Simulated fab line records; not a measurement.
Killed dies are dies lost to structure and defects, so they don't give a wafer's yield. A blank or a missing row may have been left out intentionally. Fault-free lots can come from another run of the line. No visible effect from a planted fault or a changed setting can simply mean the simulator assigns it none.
Which tool did it? || flow nand_harc || 14 lots, 42 wafers sampled, at 5 steps of a route of 1302

== WHAT THE GAUGES READ, wafer by wafer ==
NHARC_P_ZERO_WELL_CD_MEAS_37: target cd 720 nm.
{"lot": "L133", "measured": "day 2 00:05", "on": "cd_sem-01", "cd_nm (nm)": "717.7 719.0 721.3"}
{"lot": "L134", "measured": "day 2 10:18", "on": "cd_sem-02", "cd_nm (nm)": "721.5 719.6 719.9"}
{"lot": "L135", "measured": "day 2 20:10", "on": "cd_sem-01", "cd_nm (nm)": "720.2 721.6 720.4"}
{"lot": "L136", "measured": "day 3 05:59", "on": "cd_sem-01", "cd_nm (nm)": "721.5 721.0 719.7"}
{"lot": "L141", "measured": "day 5 08:08", "on": "cd_sem-02", "cd_nm (nm)": "718.6 716.9 719.3"}
{"lot": "L143", "measured": "day 6 04:08", "on": "cd_sem-02", "cd_nm (nm)": "724.1 720.6 722.0"}
{"lot": "L144", "measured": "day 6 14:13", "on": "cd_sem-01", "cd_nm (nm)": "719.5 720.2 719.0"}
{"lot": "L148", "measured": "day 8 06:19", "on": "cd_sem-01", "cd_nm (nm)": "718.3 717.3 718.7"}
{"lot": "L149", "measured": "day 8 16:19", "on": "cd_sem-02", "cd_nm (nm)": "721.7 721.5 721.8"}
{"lot": "L152", "measured": "day 9 22:41", "on": "cd_sem-02", "cd_nm (nm)": "721.1 717.3 718.6"}
{"lot": "L153", "measured": "day 10 08:02", "on": "cd_sem-03", "cd_nm (nm)": "718.8 719.7 719.9"}
{"lot": "L154", "measured": "day 10 18:07", "on": "cd_sem-01", "cd_nm (nm)": "721.4 721.3 722.8"}
{"lot": "L155", "measured": "day 11 04:14", "on": "cd_sem-02", "cd_nm (nm)": "718.8 718.9 720.5"}
{"lot": "L156", "measured": "day 11 14:11", "on": "cd_sem-03", "cd_nm (nm)": "721.2 719.9 719.7"}

NHARC_P_ZERO_WELL_INSPECT_43.
{"lot": "L133", "measured": "day 2 03:34", "on": "defect_inspect-01", "raw_defect_count": "24 30 20"}
{"lot": "L134", "measured": "day 2 13:49", "on": "defect_inspect-02", "raw_defect_count": "6 13 6"}
{"lot": "L135", "measured": "day 2 23:31", "on": "defect_inspect-01", "raw_defect_count": "5 4 12"}
{"lot": "L136", "measured": "day 3 09:20", "on": "defect_inspect-01", "raw_defect_count": "14 14 9"}
{"lot": "L141", "measured": "day 5 11:35", "on": "defect_inspect-02", "raw_defect_count": "10 20 15"}
{"lot": "L143", "measured": "day 6 07:36", "on": "defect_inspect-02", "raw_defect_count": "310 294 311 310 293 306"}
{"lot": "L144", "measured": "day 6 17:35", "on": "defect_inspect-01", "raw_defect_count": "300 293 300 296 290 306"}
{"lot": "L148", "measured": "day 8 09:52", "on": "defect_inspect-02", "raw_defect_count": "12 17 12"}
{"lot": "L149", "measured": "day 8 19:43", "on": "defect_inspect-02", "raw_defect_count": "9 13 17"}
{"lot": "L152", "measured": "day 10 02:10", "on": "defect_inspect-02", "raw_defect_count": "13 24 17"}
{"lot": "L153", "measured": "day 10 13:59", "on": "defect_inspect-01", "raw_defect_count": "8 10 9"}
{"lot": "L154", "measured": "day 10 21:48", "on": "defect_inspect-02", "raw_defect_count": "23 12 12"}
{"lot": "L155", "measured": "day 11 07:43", "on": "defect_inspect-01", "raw_defect_count": "9 24 16"}
{"lot": "L156", "measured": "day 11 17:30", "on": "defect_inspect-02", "raw_defect_count": "25 10 18"}

NHARC_P_STI_INSPECT_11.
{"lot": "L133", "measured": "day 3 00:55", "on": "defect_inspect-02", "raw_defect_count": "5 8 7"}
{"lot": "L134", "measured": "day 3 10:57", "on": "defect_inspect-01", "raw_defect_count": "6 4 8"}
{"lot": "L135", "measured": "day 3 17:11", "on": "defect_inspect-01", "raw_defect_count": "9 7 8"}
{"lot": "L136", "measured": "day 4 01:13", "on": "defect_inspect-02", "raw_defect_count": "6 8 1"}
{"lot": "L141", "measured": "day 6 05:04", "on": "defect_inspect-01", "raw_defect_count": "10 4 3"}
{"lot": "L148", "measured": "day 9 02:43", "on": "defect_inspect-01", "raw_defect_count": "1 5 6"}
{"lot": "L149", "measured": "day 9 14:00", "on": "defect_inspect-02", "raw_defect_count": "5 6 6"}
{"lot": "L152", "measured": "day 10 22:32", "on": "defect_inspect-01", "raw_defect_count": "4 6 8"}
{"lot": "L153", "measured": "day 11 05:16", "on": "defect_inspect-01", "raw_defect_count": "5 2 6"}
{"lot": "L154", "measured": "day 11 13:59", "on": "defect_inspect-02", "raw_defect_count": "15 7 7"}
{"lot": "L155", "measured": "day 12 01:38", "on": "defect_inspect-01", "raw_defect_count": "7 8 9"}
{"lot": "L156", "measured": "day 12 09:55", "on": "defect_inspect-01", "raw_defect_count": "14 2 4"}

== WHAT TOOL EACH LOT RAN ON (gives the tool, then ch and the chambers of the sampled wafers, and finally the start) ==
{"lot": "L133", "NHARC_P_ZERO_WELL_PECVD_02": "pecvd-03 ch 1,2, day 1 20:27", "NHARC_P_ZERO_WELL_ETCH_63": "rie_si-03 ch 1,2, day 1 21:40"}
{"lot": "L134", "NHARC_P_ZERO_WELL_PECVD_02": "pecvd-03 ch 0,1,2, day 2 06:26", "NHARC_P_ZERO_WELL_ETCH_63": "rie_si-03 ch 0,2,3, day 2 07:43"}
{"lot": "L135", "NHARC_P_ZERO_WELL_PECVD_02": "pecvd-01 ch 0,1,2, day 2 16:29", "NHARC_P_ZERO_WELL_ETCH_63": "rie_si-02 ch 2,3, day 2 17:44"}
{"lot": "L136", "NHARC_P_ZERO_WELL_PECVD_02": "pecvd-03 ch 0,2, day 3 02:32", "NHARC_P_ZERO_WELL_ETCH_63": "rie_si-05 ch 1,2,3, day 3 03:41"}
{"lot": "L141", "NHARC_P_ZERO_WELL_PECVD_02": "pecvd-02 ch 0,1,2, day 5 04:29", "NHARC_P_ZERO_WELL_ETCH_63": "rie_si-05 ch 0,2,3, day 5 05:49"}
{"lot": "L143", "NHARC_P_ZERO_WELL_PECVD_02": "pecvd-02 ch 1,2, day 6 00:27", "NHARC_P_ZERO_WELL_ETCH_63": "rie_si-03 ch 0,1,3, day 6 01:41"}
{"lot": "L144", "NHARC_P_ZERO_WELL_PECVD_02": "pecvd-02 ch 1,2, day 6 10:27", "NHARC_P_ZERO_WELL_ETCH_63": "rie_si-02 ch 0,1,2, day 6 11:40"}
{"lot": "L148", "NHARC_P_ZERO_WELL_PECVD_02": "pecvd-01 ch 0,1,2, day 8 02:32", "NHARC_P_ZERO_WELL_ETCH_63": "rie_si-02 ch 0,1,3, day 8 03:45"}
{"lot": "L149", "NHARC_P_ZERO_WELL_PECVD_02": "pecvd-03 ch 0,1,2, day 8 12:32", "NHARC_P_ZERO_WELL_ETCH_63": "rie_si-02 ch 0,3, day 8 13:49"}
{"lot": "L152", "NHARC_P_ZERO_WELL_PECVD_02": "pecvd-01 ch 0,2, day 9 18:27", "NHARC_P_ZERO_WELL_ETCH_63": "rie_si-02 ch 1,3, day 9 20:13"}
{"lot": "L153", "NHARC_P_ZERO_WELL_PECVD_02": "pecvd-02 ch 0,1,2, day 10 04:26", "NHARC_P_ZERO_WELL_ETCH_63": "rie_si-02 ch 0,1,3, day 10 05:35"}
{"lot": "L154", "NHARC_P_ZERO_WELL_PECVD_02": "pecvd-01 ch 0,1,2, day 10 14:34", "NHARC_P_ZERO_WELL_ETCH_63": "rie_si-03 ch 1,2, day 10 15:40"}
{"lot": "L155", "NHARC_P_ZERO_WELL_PECVD_02": "pecvd-01 ch 0,2, day 11 00:27", "NHARC_P_ZERO_WELL_ETCH_63": "rie_si-02 ch 1,3, day 11 01:45"}
{"lot": "L156", "NHARC_P_ZERO_WELL_PECVD_02": "pecvd-02 ch 0,1,2, day 11 10:27", "NHARC_P_ZERO_WELL_ETCH_63": "rie_si-05 ch 0,3, day 11 11:35"}
- NHARC_P_ZERO_WELL_PECVD_02: deposits SiO2, target thk 10 nm.
- NHARC_P_ZERO_WELL_ETCH_63: etches the open film in HBr/Cl2, target depth 120 nm, time 40.1 s.

== AS READ BY THE TOOLS THEMSELVES (means over the sampled wafers that have a number; for cases with no such wafer, the mark the record gives instead) ==
NHARC_P_ZERO_WELL_ETCH_63.
{"lot": "L133", "tool": "rie_si-03", "drypump_motor_current_A (A)": 6.4, "mfc_cl2_sccm (sccm)": 49.99, "oes_product_au (a.u.)": 0.999, "throttle_valve_pct (%)": 26.408}
{"lot": "L134", "tool": "rie_si-03", "drypump_motor_current_A (A)": 5.7, "mfc_cl2_sccm (sccm)": 49.87, "oes_product_au (a.u.)": 0.996, "throttle_valve_pct (%)": 26.401}
{"lot": "L135", "tool": "rie_si-02", "drypump_motor_current_A (A)": 5.5, "mfc_cl2_sccm (sccm)": 50.13, "oes_product_au (a.u.)": 0.989, "throttle_valve_pct (%)": 26.398}
{"lot": "L136", "tool": "rie_si-05", "drypump_motor_current_A (A)": 6.2, "mfc_cl2_sccm (sccm)": 50.09, "oes_product_au (a.u.)": 0.999, "throttle_valve_pct (%)": 26.412}
{"lot": "L141", "tool": "rie_si-05", "drypump_motor_current_A (A)": 5.9, "mfc_cl2_sccm (sccm)": 49.90, "oes_product_au (a.u.)": 0.995, "throttle_valve_pct (%)": 26.421}
{"lot": "L143", "tool": "rie_si-03", "drypump_motor_current_A (A)": 5.9, "mfc_cl2_sccm (sccm)": 50.09, "oes_product_au (a.u.)": 0.984, "throttle_valve_pct (%)": 26.409}
{"lot": "L144", "tool": "rie_si-02", "drypump_motor_current_A (A)": 5.5, "mfc_cl2_sccm (sccm)": 49.97, "oes_product_au (a.u.)": 1.000, "throttle_valve_pct (%)": 26.400}
{"lot": "L148", "tool": "rie_si-02", "drypump_motor_current_A (A)": 5.3, "mfc_cl2_sccm (sccm)": 50.07, "oes_product_au (a.u.)": 1.000, "throttle_valve_pct (%)": 26.406}
{"lot": "L149", "tool": "rie_si-02", "drypump_motor_current_A (A)": 5.6, "mfc_cl2_sccm (sccm)": 50.11, "oes_product_au (a.u.)": 1.003, "throttle_valve_pct (%)": 26.400}
{"lot": "L152", "tool": "rie_si-02", "drypump_motor_current_A (A)": 5.1, "mfc_cl2_sccm (sccm)": 50.00, "oes_product_au (a.u.)": 0.994, "throttle_valve_pct (%)": 26.402}
{"lot": "L153", "tool": "rie_si-02", "drypump_motor_current_A (A)": 5.4, "mfc_cl2_sccm (sccm)": 50.20, "oes_product_au (a.u.)": 0.987, "throttle_valve_pct (%)": 26.410}
{"lot": "L154", "tool": "rie_si-03", "drypump_motor_current_A (A)": 6.1, "mfc_cl2_sccm (sccm)": 49.95, "oes_product_au (a.u.)": 1.007, "throttle_valve_pct (%)": 26.402}
{"lot": "L155", "tool": "rie_si-02", "drypump_motor_current_A (A)": 5.1, "mfc_cl2_sccm (sccm)": 49.90, "oes_product_au (a.u.)": 0.986, "throttle_valve_pct (%)": 26.401}
{"lot": "L156", "tool": "rie_si-05", "drypump_motor_current_A (A)": 5.7, "mfc_cl2_sccm (sccm)": 50.00, "oes_product_au (a.u.)": 1.002, "throttle_valve_pct (%)": 26.405}

== THE ANSWER, worked out from the rows above alone ==
Rule: the lots themselves supply what counts as usual. The widest of any qualifying gaps counts: lots, ordered by their means at a reading, are off when they make up no more than a third of the lots, leave a main group of 4 or more, and stand apart from it by 3 or more times the standard deviation of that group's means. A main group whose means are all the same, to the digits that the tables above print for the reading, isn't used. A lot without any number at a reading at which 4 lots or more have one is off too. The other lots that the step has rows for count as sound. First the gauges in route order, then the tools' own readings, where a lot's mean is used as printed above. The first step at which some lot is off is used, and at that step the reading that is off furthest; a lot without a number counts as furthest.
Off, at NHARC_P_ZERO_WELL_INSPECT_43 on raw_defect_count: L143, L144. Mean 14 and standard deviation 4.7 in the main group.
A tool fits if, at a process step before that reading, it ran every lot that is off, and no sound lot after the first of them. The gauges at NHARC_P_ZERO_WELL_INSPECT_43 are tried like those tools. Not one of the candidates tried fits.

== WHAT THE SIMULATOR HAD PUT IN ==
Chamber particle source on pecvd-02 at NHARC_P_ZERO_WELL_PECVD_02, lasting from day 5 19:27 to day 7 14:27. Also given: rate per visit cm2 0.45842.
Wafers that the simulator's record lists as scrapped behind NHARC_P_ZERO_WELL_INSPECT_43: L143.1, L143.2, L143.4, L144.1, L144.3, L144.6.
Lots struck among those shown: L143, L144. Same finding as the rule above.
